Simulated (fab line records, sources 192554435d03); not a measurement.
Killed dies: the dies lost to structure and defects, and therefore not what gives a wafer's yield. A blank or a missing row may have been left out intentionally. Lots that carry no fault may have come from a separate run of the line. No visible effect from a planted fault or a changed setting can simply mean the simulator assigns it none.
fab line records ; flow n5-finfet
[record] lots = 7; wafers = 39
route steps=1938 shown BEOL_M11@1578 BEOL_M14@1762 MIM_BOT@1833
start-h: hours from the record's opening day to when the first of the lot's shown wafers began ; wait-h: hours from the lot's prior step to this one ; " unchanged from the row above ; L1.1+2: one row covering several wafers at once ; - value missing, or start not given ; * or withheld: withheld ; < > ~ a bound
route shown NAME@n: NAME is a module with steps in the file, n the number in the route of the first one ; usual: mean and standard deviation over wafers with no fault ; same: alike in all rows ; chamber/n: place in a boat ; sites: per-site readings ; _std_site: standard deviation across them ; _edge_site: inner sites' mean taken away from outer sites' mean ; radius-mm: how far each site lies from the wafer's centre ; mask NAME#n: copy n ; behind: tool/chamber where the wafer was last shaped ; hold: why the lot went on hold/how many hours it stayed there/how the hold came to an end ; device: names the non-switching transistor (n, p or np) ; end of line: at the end of the route, the tests of the same wafers ; a step given without rows: its recipe and nothing more ; killed: not the wafer's yield, but the dies lost to structure and defects at the first sort ; map: shows each die of a wafer: x if killed, . if not, _ if none is there
set.NAME: the setting as run; set.NAME@STEP: as run at that earlier step ; model.NAME: the simulator's own value behind a step, which no gauge read
lots where settings were altered on purpose, with a table for each step and a row for each wafer
[[steps]]
[step N5_BEOL_M11_TRENCH_ETCH_37]
[recipe] chemistry = C4F6/O2; target-depth-a = 1488.3; target = SiCOH_lowk; time-s = 48; ion-energy-ev = 250; pressure-mtorr = 30; source-w = 345; bias-w = 185; Ar_flow_sccm = 300; C4F6_flow_sccm = 10; O2_flow_sccm = 10
lot.wafer;tool;chamber;start-h;wait-h;set.target-depth-a;model.etch.depth-nm;model.BEOL_M11.feature-depth-nm;model.TiN_of_BEOL_M11_HM_DEP_02.thk-nm
L074.1;rie-diel-01;1;-;-;1488.3;141.5;141.4;16.2
L074.5;rie-diel-01;1;-;-;1488.3;141.4;141.4;16.4
L074.6;rie-diel-01;0;-;-;1488.3;148.1;148;16
L077.1;rie-diel-06;0;-;-;2083;205.1;205.2;14.4
L077.2;rie-diel-06;2;-;-;2083;213.1;213.2;13.6
L077.3;rie-diel-06;3;-;-;2083;207.7;207.6;14
L077.4;rie-diel-06;1;-;-;1488.3;147.8;147.8;15.4
L077.5;rie-diel-06;0;-;-;1488.3;146.5;146.6;15.8
L077.6;rie-diel-06;1;-;-;1488.3;147.7;147.8;15.6
L076.1;rie-diel-06;2;-;-;1488.3;149.9;150;15.8
L076.2;rie-diel-06;1;-;-;1807;177;177;15.2
L076.3;rie-diel-06;0;-;-;1488.3;145.3;145.2;16.2
L076.4;rie-diel-06;3;-;-;1807;178.3;178.4;15.2
L076.5;rie-diel-06;2;-;-;1488.3;151;151;16
L076.6;rie-diel-06;1;-;-;1807;180.1;180;15
L078.1;rie-diel-06;2;-;-;1488.3;149.3;149.4;15.8
L078.2;rie-diel-06;0;-;-;1488.3;144.6;144.6;16.4
L078.3;rie-diel-06;3;-;-;1488.3;147.3;147.4;16.2
L078.4;rie-diel-06;2;-;-;1488.3;149.4;149.4;16
L078.5;rie-diel-06;3;-;-;1488.3;147;147;16
L078.6;rie-diel-06;0;-;-;1488.3;144.9;145;16.4
L093.1;rie-diel-06;0;-;-;1488.3;146.7;146.8;15.6
L093.2;rie-diel-06;1;-;-;1029;105.7;105.6;17
L093.3;rie-diel-06;3;-;-;1029;101.7;101.6;17
L093.4;rie-diel-06;2;-;-;1488.3;152.8;152.8;15.6
L093.5;rie-diel-06;2;-;-;1488.3;151;151;15.4
L093.6;rie-diel-06;1;-;-;1029;104.8;104.8;16.8
L096.1;rie-diel-01;1;-;-;2254;225.2;225.2;13.8
L096.2;rie-diel-01;2;-;-;1488.3;150.7;150.8;15.6
L096.3;rie-diel-01;0;-;-;1488.3;149.6;149.6;16.2
L096.4;rie-diel-01;2;-;-;1488.3;150.5;150.4;15.8
L096.5;rie-diel-01;0;-;-;2254;229.6;229.6;13.6
L096.6;rie-diel-01;1;-;-;2254;227;227;13.6
L097.1;rie-diel-05;0;-;-;2377;239.4;239.4;13.2
L097.2;rie-diel-05;3;-;-;1488.3;154.2;154.2;15.4
L097.3;rie-diel-05;1;-;-;2377;238.3;238.4;13.2
L097.4;rie-diel-05;2;-;-;2377;248.2;248.2;12.8
L097.5;rie-diel-05;2;-;-;1488.3;155.7;155.8;15.4
L097.6;rie-diel-05;3;-;-;1488.3;155.8;155.8;15.4
[step N5_BEOL_M11_ETCH_41]
[recipe] chemistry = CH3F/O2; target = SiCN; target-depth-a = 426; taper-deg = 2; time-s = 86; ion-energy-ev = 120; mask-material = TiN; pressure-mtorr = 30; source-w = 395; bias-w = 75; Ar_flow_sccm = 150; CH3F_flow_sccm = 30; O2_flow_sccm = 20
[step N5_BEOL_M11_STRIP_77]
[recipe] chemistry = N2/H2; time-s = 10; power-w = 450; temp-c = 40; pressure-mtorr = 20; rf-frequency-hz = 6e+07; bias-power-w = 7; n2-flow-sccm = 200; h2-flow-sccm = 200
[step N5_BEOL_M11_OCD_MEAS_38]
[usual] trench-depth-nm = 149/3.2
lot.wafer;tool;chamber;start-h;wait-h;set.target-depth-a@BEOL_M11_TRENCH_ETCH_37;trench-depth-nm
L074.1;ocd-01;-;243.95;-;1488.3;142
L074.5;ocd-01;-;243.95;-;1488.3;142
L074.6;ocd-01;-;243.95;-;1488.3;148
L077.1;ocd-01;-;244.18;-;2083;-
L077.2;ocd-01;-;244.18;-;2083;-
L077.3;ocd-01;-;244.18;-;2083;208
L077.4;ocd-01;-;244.18;-;1488.3;-
L077.5;ocd-01;-;244.18;-;1488.3;146
L077.6;ocd-01;-;244.18;-;1488.3;148
L076.1;ocd-01;-;244.91;-;1488.3;149
L076.2;ocd-01;-;244.91;-;1807;177
L076.3;ocd-01;-;244.91;-;1488.3;145
L076.4;ocd-01;-;244.91;-;1807;178
L076.5;ocd-01;-;244.91;-;1488.3;151
L076.6;ocd-01;-;244.91;-;1807;180
L078.1;ocd-01;-;263.34;-;1488.3;149
L078.2;ocd-01;-;263.34;-;1488.3;144
L078.3;ocd-01;-;263.34;-;1488.3;147
L078.4;ocd-01;-;263.34;-;1488.3;149
L078.5;ocd-01;-;263.34;-;1488.3;147
L078.6;ocd-01;-;263.34;-;1488.3;145
L093.1;ocd-01;-;346.39;-;1488.3;-
L093.2;ocd-01;-;346.39;-;1029;106
L093.3;ocd-01;-;346.39;-;1029;-
L093.4;ocd-01;-;346.39;-;1488.3;-
L093.5;ocd-01;-;346.39;-;1488.3;151
L093.6;ocd-01;-;346.39;-;1029;105
L096.1;ocd-02;-;371.34;-;2254;225
L096.2;ocd-02;-;371.34;-;1488.3;151
L096.3;ocd-02;-;371.34;-;1488.3;149
L096.4;ocd-02;-;371.34;-;1488.3;150
L096.5;ocd-02;-;371.34;-;2254;229
L096.6;ocd-02;-;371.34;-;2254;227
L097.1;ocd-01;-;380.93;-;2377;239
L097.2;ocd-01;-;380.93;-;1488.3;154
L097.3;ocd-01;-;380.93;-;2377;239
L097.4;ocd-01;-;380.93;-;2377;-
L097.5;ocd-01;-;380.93;-;1488.3;-
L097.6;ocd-01;-;380.93;-;1488.3;-
[step N5_BEOL_M11_HM_STRIP_39]
[recipe] chemistry = peroxide-tin-strip; material = TiN; target-depth-a = 250; temp-c = 50; time-s = 158
[step N5_BEOL_M11_SRD_40]
[recipe] time-s = 30; temp-c = 23; rinse-liquid = diw; dry = ipa-marangoni
[step N5_BEOL_M11_ECD_50]
[recipe] material = Cu; target-thk-a = 3180
[step N5_BEOL_M11_ANNEAL_51]
[recipe] temp-c = 225; time-s = 90; ambient = N2
[step N5_BEOL_M11_CMP_52]
[recipe] stop-on = SiCOH_lowk; t-overpolish-s = 7; down-force-psi = 1; platen-rpm = 50; clearing-platen-down-force-psi = 1.5; clearing-platen-rpm = 50; post-cmp-clean = cu-alkaline; target-thk-nm = 140; clearing-platen-pad-velocity-m-s = 0.99484; pad-velocity-m-s = 0.99484
lot.wafer;tool;chamber;start-h;wait-h;set.target-depth-a@BEOL_M11_TRENCH_ETCH_37;model.Cu_of_BEOL_M11_ECD_50.thk-nm
L074.1;cmp-04;1;246.57;0.8;1488.3;131.8
L074.6;cmp-04;1;246.57;0.8;1488.3;139.2
L074.5;cmp-04;2;246.57;0.8;1488.3;129.6
L077.1;cmp-04;1;247.03;0.8;2083;197.2
L077.2;cmp-04;2;247.03;0.8;2083;204
L077.4;cmp-04;3;247.03;0.8;1488.3;141.4
L077.3;cmp-04;0;247.03;0.8;2083;199.2
L077.5;cmp-04;1;247.03;0.8;1488.3;137.8
L077.6;cmp-04;2;247.03;0.8;1488.3;138.4
L076.1;cmp-04;3;249.03;0.6;1488.3;141.6
L076.4;cmp-04;0;249.03;0.6;1807;169
L076.2;cmp-04;1;249.03;0.6;1807;168.2
L076.3;cmp-04;2;249.03;0.6;1488.3;134
L076.6;cmp-04;3;249.03;0.6;1807;171
L076.5;cmp-04;0;249.03;0.6;1488.3;142.6
L078.3;cmp-02;2;265.68;0.2;1488.3;139.4
L078.4+1;cmp-02;3,1;265.68;0.2;1488.3;141.6
L078.2;cmp-02;0;265.68;0.2;1488.3;136.4
L078.6;cmp-02;2;265.68;0.2;1488.3;136.2
L078.5;cmp-02;3;265.68;0.2;1488.3;139.2
L093.1;cmp-03;1;349.89;0.3;1488.3;138
L093.2;cmp-03;2;349.89;0.3;1029;95.4
L093.3;cmp-03;3;349.89;0.3;1029;92.4
L093.4;cmp-03;0;349.89;0.3;1488.3;143.6
L093.6;cmp-03;1;349.89;0.3;1029;96
L093.5;cmp-03;2;349.89;0.3;1488.3;142.6
L096.3;cmp-03;2;374.36;0.2;1488.3;139.2
L096.2;cmp-03;3;374.36;0.2;1488.3;139.4
L096.1;cmp-03;0;374.36;0.2;2254;215
L096.4;cmp-03;1;374.36;0.2;1488.3;140
L096.6;cmp-03;2;374.36;0.2;2254;216.2
L096.5;cmp-03;3;374.36;0.2;2254;218
L097.3;cmp-04;3;382.67;0.2;2377;228.8
L097.1;cmp-04;0;382.67;0.2;2377;230.2
L097.2;cmp-04;1;382.67;0.2;1488.3;146.6
L097.4;cmp-04;2;382.67;0.2;2377;238.6
L097.5;cmp-04;3;382.67;0.2;1488.3;147.6
L097.6;cmp-04;0;382.67;0.2;1488.3;146.2
[step N5_BEOL_M11_THK_MEAS_53]
[recipe] thk-meas-gauge = xrf; reads = Cu_of_BEOL_M11_ECD_50
[usual] M11_THK = 138/3.4
lot.wafer;tool;chamber;start-h;wait-h;set.target-depth-a@BEOL_M11_TRENCH_ETCH_37;M11_THK[nm]
L074.1;film-metro-01;-;246.87;-;1488.3;130
L074.5;film-metro-01;-;246.87;-;1488.3;128
L074.6;film-metro-01;-;246.87;-;1488.3;137
L077.1;film-metro-01;-;247.32;-;2083;-
L077.2;film-metro-01;-;247.32;-;2083;-
L077.3;film-metro-01;-;247.32;-;2083;197
L077.4;film-metro-01;-;247.32;-;1488.3;-
L077.5;film-metro-01;-;247.32;-;1488.3;137
L077.6;film-metro-01;-;247.32;-;1488.3;137
L076.1;film-metro-01;-;249.33;-;1488.3;140
L076.2;film-metro-01;-;249.33;-;1807;165
L076.3;film-metro-01;-;249.33;-;1488.3;132
L076.4;film-metro-01;-;249.33;-;1807;165
L076.5;film-metro-01;-;249.33;-;1488.3;140
L076.6;film-metro-01;-;249.33;-;1807;169
L078.1;film-metro-01;-;265.97;-;1488.3;139
L078.2;film-metro-01;-;265.97;-;1488.3;134
L078.3;film-metro-01;-;265.97;-;1488.3;137
L078.4;film-metro-01;-;265.97;-;1488.3;139
L078.5;film-metro-01;-;265.97;-;1488.3;136
L078.6;film-metro-01;-;265.97;-;1488.3;134
L093.1;film-metro-01;-;350.18;-;1488.3;-
L093.2;film-metro-01;-;350.18;-;1029;94
L093.3;film-metro-01;-;350.18;-;1029;-
L093.4;film-metro-01;-;350.18;-;1488.3;-
L093.5;film-metro-01;-;350.18;-;1488.3;141
L093.6;film-metro-01;-;350.18;-;1029;95
L096.1;film-metro-02;-;374.65;-;2254;211
L096.2;film-metro-02;-;374.65;-;1488.3;136
L096.3;film-metro-02;-;374.65;-;1488.3;137
L096.4;film-metro-02;-;374.65;-;1488.3;137
L096.5;film-metro-02;-;374.65;-;2254;213
L096.6;film-metro-02;-;374.65;-;2254;211
L097.1;film-metro-01;-;382.96;-;2377;227
L097.2;film-metro-01;-;382.96;-;1488.3;144
L097.3;film-metro-01;-;382.96;-;2377;224
L097.4;film-metro-01;-;382.96;-;2377;-
L097.5;film-metro-01;-;382.96;-;1488.3;-
L097.6;film-metro-01;-;382.96;-;1488.3;-
[step N5_BEOL_M11_PRE_CLEAN_55]
[recipe] gas = NH3; time-s = 15; temp-c = withheld; rf-power-w = 300
[step N5_BEOL_M11_DEP_56]
[recipe] material = SiCN; target-thk-a = 300; temp-c = withheld; precursor = 3MS/NH3; pressure-torr = 3; rf-w = 675; time-s = 10.5
[step N5_BEOL_M11_RS_MEAS_57]
[recipe] thk-meas-gauge = four-point-probe; reads = Cu_of_BEOL_M11_ECD_50+Co_of_BEOL_M11_CVD_75+TaN_of_BEOL_M11_ALD_74
[usual] M11_RS = 0.151/0.0041
lot.wafer;tool;chamber;start-h;wait-h;set.target-depth-a@BEOL_M11_TRENCH_ETCH_37;M11_RS[ohm/sq]
L074.1;film-metro-01;-;246.99;0.0;1488.3;0.161
L074.5;film-metro-01;-;246.99;0.0;1488.3;0.164
L074.6;film-metro-01;-;246.99;0.0;1488.3;0.151
L077.1;film-metro-02;-;247.45;0.0;2083;-
L077.2;film-metro-02;-;247.45;0.0;2083;-
L077.3;film-metro-02;-;247.45;0.0;2083;0.103
L077.4;film-metro-02;-;247.45;0.0;1488.3;-
L077.5;film-metro-02;-;247.45;0.0;1488.3;0.154
L077.6;film-metro-02;-;247.45;0.0;1488.3;0.153
L076.1;film-metro-02;-;249.45;0.0;1488.3;0.149
L076.2;film-metro-02;-;249.45;0.0;1807;0.123
L076.3;film-metro-02;-;249.45;0.0;1488.3;0.158
L076.4;film-metro-02;-;249.45;0.0;1807;0.123
L076.5;film-metro-02;-;249.45;0.0;1488.3;0.148
L076.6;film-metro-02;-;249.45;0.0;1807;0.121
L078.1;film-metro-01;-;266.10;0.0;1488.3;0.149
L078.2;film-metro-01;-;266.10;0.0;1488.3;0.155
L078.3;film-metro-01;-;266.10;0.0;1488.3;0.151
L078.4;film-metro-01;-;266.10;0.0;1488.3;0.149
L078.5;film-metro-01;-;266.10;0.0;1488.3;0.151
L078.6;film-metro-01;-;266.10;0.0;1488.3;0.155
L093.1;film-metro-01;-;350.30;0.0;1488.3;-
L093.2;film-metro-01;-;350.30;0.0;1029;0.232
L093.3;film-metro-01;-;350.30;0.0;1029;-
L093.4;film-metro-01;-;350.30;0.0;1488.3;-
L093.5;film-metro-01;-;350.30;0.0;1488.3;0.148
L093.6;film-metro-01;-;350.30;0.0;1029;0.230
L096.1;film-metro-01;-;374.78;0.0;2254;0.095
L096.2;film-metro-01;-;374.78;0.0;1488.3;0.152
L096.3;film-metro-01;-;374.78;0.0;1488.3;0.152
L096.4;film-metro-01;-;374.78;0.0;1488.3;0.151
L096.5;film-metro-01;-;374.78;0.0;2254;0.093
L096.6;film-metro-01;-;374.78;0.0;2254;0.094
L097.1;film-metro-01;-;383.09;0.0;2377;0.088
L097.2;film-metro-01;-;383.09;0.0;1488.3;0.143
L097.3;film-metro-01;-;383.09;0.0;2377;0.088
L097.4;film-metro-01;-;383.09;0.0;2377;-
L097.5;film-metro-01;-;383.09;0.0;1488.3;-
L097.6;film-metro-01;-;383.09;0.0;1488.3;-
[step N5_BEOL_M14_SPUTTER_43]
[recipe] material = TaN; target-thk-a = 150; temp-c = 50; bias-v = 168.6; power-w = 15000; chamber-pressure-pa = 0.12; time-s = 24.19
lot.wafer;tool;chamber;start-h;wait-h;set.target-thk-a;model.TaN_of_BEOL_M14_SPUTTER_43.thk-nm
L074.1+5+6;pvd-sputter-01;-;263.65;0.0;150;15.2
L077.1+2+6;pvd-sputter-02;-;266.31;0.0;150;14.6
L077.3+4+5;pvd-sputter-02;-;266.31;0.0;150;14.8
L076.1+3;pvd-sputter-03;-;269.62;0.0;150;15.2
L076.2;pvd-sputter-03;-;269.62;0.0;150;14.8
L076.4+5+6;pvd-sputter-03;-;269.62;0.0;150;15
L078.1;pvd-sputter-03;-;286.38;0.0;223.9;22.4
L078.2+5;pvd-sputter-03;-;286.38;0.0;150;15.2
L078.3+6;pvd-sputter-03;-;286.38;0.0;223.9;22.6
L078.4;pvd-sputter-03;-;286.38;0.0;150;15
L093.1+2;pvd-sputter-03;-;373.28;0.0;150;15
L093.3;pvd-sputter-03;-;373.28;0.0;226.4;22.4
L093.4+5;pvd-sputter-03;-;373.28;0.0;226.4;22.8
L093.6;pvd-sputter-03;-;373.28;0.0;150;14.8
L096.1+6;pvd-sputter-01;-;393.74;0.0;150;15
L096.2+3+4;pvd-sputter-01;-;393.74;0.0;150;14.8
L096.5;pvd-sputter-01;-;393.74;0.0;150;14.6
L097.1+5;pvd-sputter-01;-;398.42;0.0;150;15.2
L097.2+3+4+6;pvd-sputter-01;-;398.42;0.0;150;15
[step N5_BEOL_M14_SPUTTER_44]
[recipe] material = Ta; target-thk-a = 150; temp-c = 50; bias-v = 80; power-w = 15000; chamber-pressure-pa = 0.07; time-s = 24.19
[step N5_BEOL_M14_SPUTTER_45]
[recipe] material = Cu; target-thk-a = 1000; temp-c = -20; bias-v = 60; power-w = 26000; chamber-pressure-pa = 0.13; time-s = 16.67
[step N5_BEOL_M14_ECD_47]
[recipe] material = Cu; target-thk-a = 12480
[step N5_BEOL_M14_ANNEAL_48]
[recipe] temp-c = 225; time-s = 90; ambient = N2
[step N5_BEOL_M14_CMP_49]
[recipe] stop-on = SiO2; t-overpolish-s = 5.2; down-force-psi = 2; platen-rpm = 80; clearing-platen-down-force-psi = 2; clearing-platen-rpm = 80; post-cmp-clean = cu-alkaline; target-thk-nm = 560; clearing-platen-pad-velocity-m-s = 1.5917; pad-velocity-m-s = 1.5917
[usual] barrier-field-endpoint-s = 11.35/0.22
lot.wafer;tool;chamber;start-h;wait-h;set.target-thk-a@BEOL_M14_SPUTTER_43;barrier-field-endpoint-s
L074.1;cmp-01;3;264.41;0.3;150;11.37
L074.5;cmp-01;3;264.41;0.3;150;11.40
L074.6;cmp-01;0;264.41;0.3;150;11.32
L077.4;cmp-04;2;267.60;0.1;150;11.07
L077.1;cmp-04;3;267.60;0.1;150;11.36
L077.2;cmp-04;0;267.60;0.1;150;11.20
L077.3;cmp-04;1;267.60;0.1;150;11.52
L077.5;cmp-04;2;267.60;0.1;150;11.03
L077.6;cmp-04;3;267.60;0.1;150;11.40
L076.1;cmp-01;2;270.40;0.3;150;11.38
L076.4;cmp-01;3;270.40;0.3;150;11.57
L076.2;cmp-01;0;270.40;0.3;150;11.59
L076.3;cmp-01;1;270.40;0.3;150;11.51
L076.6;cmp-01;2;270.40;0.3;150;11.19
L076.5;cmp-01;3;270.40;0.3;150;11.58
L078.3;cmp-04;0;287.21;0.2;223.9;14.04
L078.2;cmp-04;1;287.21;0.2;150;11.42
L078.1;cmp-04;2;287.21;0.2;223.9;13.78
L078.4;cmp-04;3;287.21;0.2;150;11.52
L078.6;cmp-04;0;287.21;0.2;223.9;14.04
L078.5;cmp-04;1;287.21;0.2;150;11.37
L093.2;cmp-02;3;374.09;0.2;150;11.61
L093.1;cmp-02;0;374.09;0.2;150;11.46
L093.3;cmp-02;1;374.09;0.2;226.4;14.69
L093.4;cmp-02;2;374.09;0.2;226.4;14.98
L093.6;cmp-02;3;374.09;0.2;150;11.50
L093.5;cmp-02;0;374.09;0.2;226.4;14.67
L096.1;cmp-02;0;395.06;0.3;150;11.27
L096.4;cmp-02;1;395.06;0.3;150;11.42
L096.3;cmp-02;2;395.06;0.3;150;11.23
L096.2;cmp-02;3;395.06;0.3;150;11.29
L096.6;cmp-02;0;395.06;0.3;150;11.37
L096.5;cmp-02;1;395.06;0.3;150;11.48
L097.3;cmp-02;0;399.19;0.2;150;11.35
L097.2;cmp-02;1;399.19;0.2;150;11.26
L097.1;cmp-02;2;399.19;0.2;150;11.10
L097.4;cmp-02;3;399.19;0.2;150;11.27
L097.6;cmp-02;0;399.19;0.2;150;11.12
L097.5;cmp-02;1;399.19;0.2;150;11.30
[step N5_MIM_BOT_SPUTTER_00]
[recipe] material = TiN; target-thk-a = 350; temp-c = 200; power-w = 3000; chamber-pressure-pa = 0.49996; gas = Ar; reactive-partial-pa = 0.37997; time-s = 89.7
lot.wafer;tool;chamber;start-h;wait-h;set.target-thk-a;model.TiN_of_MIM_BOT_SPUTTER_00.thk-nm
L074.1;pvd-sputter-03;-;275.76;0.0;350;35.2
L074.5;pvd-sputter-03;-;275.76;0.0;350;34.4
L074.6;pvd-sputter-03;-;275.76;0.0;350;35
L077.1;pvd-sputter-03;-;275.88;0.0;350;34.8
L077.2;pvd-sputter-03;-;275.88;0.0;237.1;23.4
L077.3;pvd-sputter-03;-;275.88;0.0;237.1;23.6
L077.4;pvd-sputter-03;-;275.88;0.0;237.1;24
L077.5;pvd-sputter-03;-;275.88;0.0;350;34.4
L077.6;pvd-sputter-03;-;275.88;0.0;350;35.4
L076.1+2+3+6;pvd-sputter-02;-;279.60;0.0;350;34.6
L076.4+5;pvd-sputter-02;-;279.60;0.0;350;34.4
L078.1;pvd-sputter-03;-;298.53;0.0;472.7;47
L078.2;pvd-sputter-03;-;298.53;0.0;472.7;47.4
L078.3;pvd-sputter-03;-;298.53;0.0;350;35
L078.4;pvd-sputter-03;-;298.53;0.0;350;35.8
L078.5;pvd-sputter-03;-;298.53;0.0;350;34.6
L078.6;pvd-sputter-03;-;298.53;0.0;472.7;48
L093.1+3;pvd-sputter-01;-;381.77;0.0;216.1;21.4
L093.2+6;pvd-sputter-01;-;381.77;0.0;350;34.4
L093.4;pvd-sputter-01;-;381.77;0.0;216.1;21.2
L093.5;pvd-sputter-01;-;381.77;0.0;350;35
L096.1+3+5;pvd-sputter-02;-;402.91;0.0;350;35
L096.2;pvd-sputter-02;-;402.91;0.0;350;35.4
L096.4;pvd-sputter-02;-;402.91;0.0;350;35.6
L096.6;pvd-sputter-02;-;402.91;0.0;350;35.8
L097.1+2+6;pvd-sputter-02;-;406.99;0.0;200.7;19.6
L097.3+4;pvd-sputter-02;-;406.99;0.0;350;34.8
L097.5;pvd-sputter-02;-;406.99;0.0;350;34.6
[[key]]
[split] step = N5_BEOL_M11_TRENCH_ETCH_37; setting = target-depth-a; stated = 1488.3; by = wafer
[response] step = N5_BEOL_M11_TRENCH_ETCH_37; reading = model.etch.depth-nm; change = +1.48; per = 1%; r = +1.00
[response] step = N5_BEOL_M11_TRENCH_ETCH_37; reading = model.BEOL_M11.feature-depth-nm; change = +1.48; per = 1%; r = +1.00
[response] step = N5_BEOL_M11_TRENCH_ETCH_37; reading = model.TiN_of_BEOL_M11_HM_DEP_02.thk-nm; change = -0.041; per = 1%; r = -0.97
[response] step = N5_BEOL_M11_OCD_MEAS_38; reading = trench-depth-nm; change = +1.47; per = 1%; r = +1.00
[response] step = N5_BEOL_M11_CMP_52; reading = model.Cu_of_BEOL_M11_ECD_50.thk-nm; change = +1.47; per = 1%; r = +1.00
[response] step = N5_BEOL_M11_THK_MEAS_53; reading = M11_THK; change = +1.44; per = 1%; r = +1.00
[response] step = N5_BEOL_M11_RS_MEAS_57; reading = M11_RS; change = -0.00121; per = 1%; r = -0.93
[split] step = N5_BEOL_M14_SPUTTER_43; setting = target-thk-a; stated = 150; by = wafer
[response] step = N5_BEOL_M14_SPUTTER_43; reading = model.TaN_of_BEOL_M14_SPUTTER_43.thk-nm; change = +0.151; per = 1%; r = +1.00
[response] step = N5_BEOL_M14_CMP_49; reading = barrier-field-endpoint-s; change = +0.0577; per = 1%; r = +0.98
[split] step = N5_MIM_BOT_SPUTTER_00; setting = target-thk-a; stated = 350; by = wafer
[response] step = N5_MIM_BOT_SPUTTER_00; reading = model.TiN_of_MIM_BOT_SPUTTER_00.thk-nm; change = +0.351; per = 1%; r = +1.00
